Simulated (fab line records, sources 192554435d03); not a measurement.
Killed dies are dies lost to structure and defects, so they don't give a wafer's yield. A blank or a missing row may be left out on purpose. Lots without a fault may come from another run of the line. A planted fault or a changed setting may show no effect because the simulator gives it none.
Split-lot experiment | flow n5_finfet | 7 lots, 21 wafers read, on a route of 1938 steps

THE SPLIT
At N5_BEOL_M2_HM_DEP_02 (deposits TiN, target thk 20 nm), the setting target_thk_a was moved away from the recipe's 200 angstrom on 3 of the 21 wafers read, by -11.5% to -7.6%. The other wafers ran this setting at the recipe's value.

The reading is taken at the split's own step.

THE READING
TiN_of_BEOL_M2_HM_DEP_02.thk_nm (the simulator's own value, which no gauge read), in nm, at N5_BEOL_M2_HM_DEP_02 (deposits TiN, target thk 20 nm). The file gives no usual value for it. The 18 wafers here that ran the recipe average 20.1 nm, standard deviation 0.2 nm.

wafer  | tool, chamber at the split | target_thk_a as run, angstrom | against the recipe | TiN_of_BEOL_M2_HM_DEP_02.thk_nm, nm | against lot-mates on the recipe
L077.1 | pvd_sputter-02, -          | 200                           | recipe             | 20.2                                | -
L077.2 | pvd_sputter-02, -          | 200                           | recipe             | 20.2                                | -
L077.6 | pvd_sputter-02, -          | 200                           | recipe             | 20.2                                | -
L081.1 | pvd_sputter-02, -          | 200                           | recipe             | 20.2                                | -
L081.4 | pvd_sputter-02, -          | 200                           | recipe             | 20.2                                | -
L081.3 | pvd_sputter-02, -          | 200                           | recipe             | 20.4                                | -
L084.1 | pvd_sputter-03, -          | 200                           | recipe             | 20.4                                | -
L084.2 | pvd_sputter-03, -          | 200                           | recipe             | 19.8                                | -
L084.5 | pvd_sputter-03, -          | 200                           | recipe             | 19.8                                | -
L085.1 | pvd_sputter-03, -          | 184.8                         | -7.6%              | 18.4                                | -1.6
L085.3 | pvd_sputter-03, -          | 200                           | recipe             | 20                                  | -
L085.4 | pvd_sputter-03, -          | 200                           | recipe             | 20                                  | -
L088.2 | pvd_sputter-03, -          | 200                           | recipe             | 20                                  | -
L088.6 | pvd_sputter-03, -          | 200                           | recipe             | 20                                  | -
L088.5 | pvd_sputter-03, -          | 200                           | recipe             | 19.8                                | -
L096.1 | pvd_sputter-01, -          | 177.1                         | -11.5%             | 18                                  | -2.2
L096.3 | pvd_sputter-01, -          | 200                           | recipe             | 20.2                                | -
L096.4 | pvd_sputter-01, -          | 177.1                         | -11.5%             | 17.8                                | -2.4
L097.1 | pvd_sputter-02, -          | 200                           | recipe             | 19.8                                | -
L097.3 | pvd_sputter-02, -          | 200                           | recipe             | 20.4                                | -
L097.6 | pvd_sputter-02, -          | 200                           | recipe             | 20.2                                | -

THE FIT
A straight line over all 21 wafers: TiN_of_BEOL_M2_HM_DEP_02.thk_nm changes by +0.197 nm for each +1% of target_thk_a; r = +0.96; the points scatter about the line by 0.21 nm.
The same after taking each lot's own level away (the mean of its wafers on the recipe; 21 wafers): +0.203 nm for each +1%; r = +0.98; scatter 0.16 nm.
On that fit, the largest move of target_thk_a shifts the reading by 2.3 nm.
The lots' own levels span 19.93 to 20.27 nm, that is 1.6 times the standard deviation above.
So the lot-to-lot level changes the slope little: the two slopes agree.
Check: with one of the wafers moved furthest among these (-11.5%) left out of the fit, the line predicts -2.4 nm for it against its lot-mates. It came out at -2.2 nm against them.

OTHER SPLITS ON THESE WAFERS
These wafers also went through other splits before the reading. Each is held against what the fit with the lots' levels taken away leaves over:
other split on the same wafers       | wafers away from the commonest value | r with TiN_of_BEOL_M2_HM_DEP_02.thk_nm (lot level and that fit taken away)
N5_MOL_CONTACT_COAG_COAT_02 spin_rpm | 6                                    | -0.26
N5_BEOL_M0_SAQP_PECVD_04 time_s      | 5                                    | -0.34
N5_BEOL_M0_SAQP_COAT_08 spin_rpm     | 5                                    | -0.03
N5_BEOL_M0_SAQP_COAT_87 spin_rpm     | 7                                    | -0.12
N5_BEOL_M0_SAQP_COAT_34 spin_rpm     | 8                                    | +0.07
N5_BEOL_M1_PECVD_72 time_s           | 8                                    | -0.32

THE FILE'S OWN FIT
TiN_of_BEOL_M2_HM_DEP_02.thk_nm changes by +0.204 nm for each +1% of target_thk_a, r = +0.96.
